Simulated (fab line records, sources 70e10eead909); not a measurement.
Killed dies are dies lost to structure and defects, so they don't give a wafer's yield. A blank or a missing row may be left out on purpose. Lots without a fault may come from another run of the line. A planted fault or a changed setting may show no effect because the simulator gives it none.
A struck lot beside a sound one | flow nand_harc | 14 steps out of a route of 1302
Sound: wafers L510.2, L510.5, L510.6. Struck: wafers L523.1, L523.3, L523.4. The cause comes at the end.
At each step with rows: each side's tool, then ch and its chambers, then its first start. Under that, the readings that differ: sound wafers | struck wafers | difference of the means | sigmas: that difference in standard deviations of wafers without a fault.
alike: readings whose means differ by less than 2 such deviations, and words and numbers that are the same on both sides. not compared: withheld readings, readings that some wafer has no value for, bounds like >300 that may hide the same value, and numbers for which the record gives no deviation and whose values overlap.
The two part at a step that has a row with sigmas, a row that says differs or no value, or rows on one side only. Numbers that don't overlap but have no deviation are shown without sigmas and don't part them. A reading that every wafer of one side lacks parts them only if that side has two wafers or more.

NHARC_A_STAIRCASE_TRIM_202: chemistry O2, time 211.2 s.
  sound on rie_diel-10 ch 0,2,3; struck on rie_diel-10 ch 0,2,3
  alike: drypump_motor_current_A, oes_product_au, rf_vpp_V, showerhead_plenum_p_Torr, throttle_valve_pct
  not compared: rf_hours_counter_h
NHARC_A_STAIRCASE_ETCH_203: etches the open film in C4F8/O2, target depth 100 nm, time 40.5 s.
  sound on rie_diel-10 ch 0,1; struck on rie_diel-10 ch 0,1,3
  alike: oes_product_au, rf_vpp_V
  not compared: rf_hours_counter_h
NHARC_A_STAIRCASE_STRIP_205: strips in O2.
  sound on plasma_asher-02 ch 0,1, day 18 09:39; struck on plasma_asher-01 ch 0,1, day 23 15:22
  alike: drypump_motor_current_A, heater_power_w
  not compared: rf_hours_counter_h
then, 8 steps without rows for these wafers: NHARC_A_STAIRCASE_STRIP_206 (strips in SPM, time 900 s); NHARC_A_STAIRCASE_PRECLEAN_207 (cleans in SC1); NHARC_A_STAIRCASE_SRD_208; NHARC_A_STAIRCASE_DEHYDRATE_209 (time 120 s); NHARC_A_STAIRCASE_HMDS_210 (time 30 s); NHARC_A_STAIRCASE_COAT_211; NHARC_A_STAIRCASE_SOFTBAKE_212 (time 170 s); NHARC_A_STAIRCASE_EBR_213.
NHARC_A_STAIRCASE_EXPOSE_214: exposes mask STAIR 3.
  sound on krf_scanner-01 ch 0, day 18 10:48; struck on krf_scanner-01 ch 0, day 23 16:20
  reading              | sound                | struck               | difference | sigmas
  exposure_dose_mJ_cm2 | 31.202 31.250 31.246 | 37.338 37.336 37.339 | +6.105     | +99 or more
  alike: mask, reticle_temp_C
then, 1 step without rows for these wafers: NHARC_A_STAIRCASE_PEB_215 (peb time 130 s).
-- the record jumps here: 9 days lie between the struck wafers' starts before and after (it left off in module A_STAIRCASE and takes up again in module END, whose first step shown is number 1302 of the route) --
NHARC_END_SORT_01:
  sound on prober-01 ch 0, day 27 07:40; struck on prober-01 ch 0, day 32 07:40
  alike: killed_at_array, killed_at_other, killed_at_periphery, killed_dies, killed_open, killed_short

WHERE THEY PART
Only at NHARC_A_STAIRCASE_EXPOSE_214, within this record. Later steps at which nothing parts them and some readings are alike: NHARC_END_SORT_01.

WHY: what the simulator had put in
Process parameter drift: krf_scanner-01, from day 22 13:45 on, at NHARC_A_STAIRCASE_EXPOSE_214. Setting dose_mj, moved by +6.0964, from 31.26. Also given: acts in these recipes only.
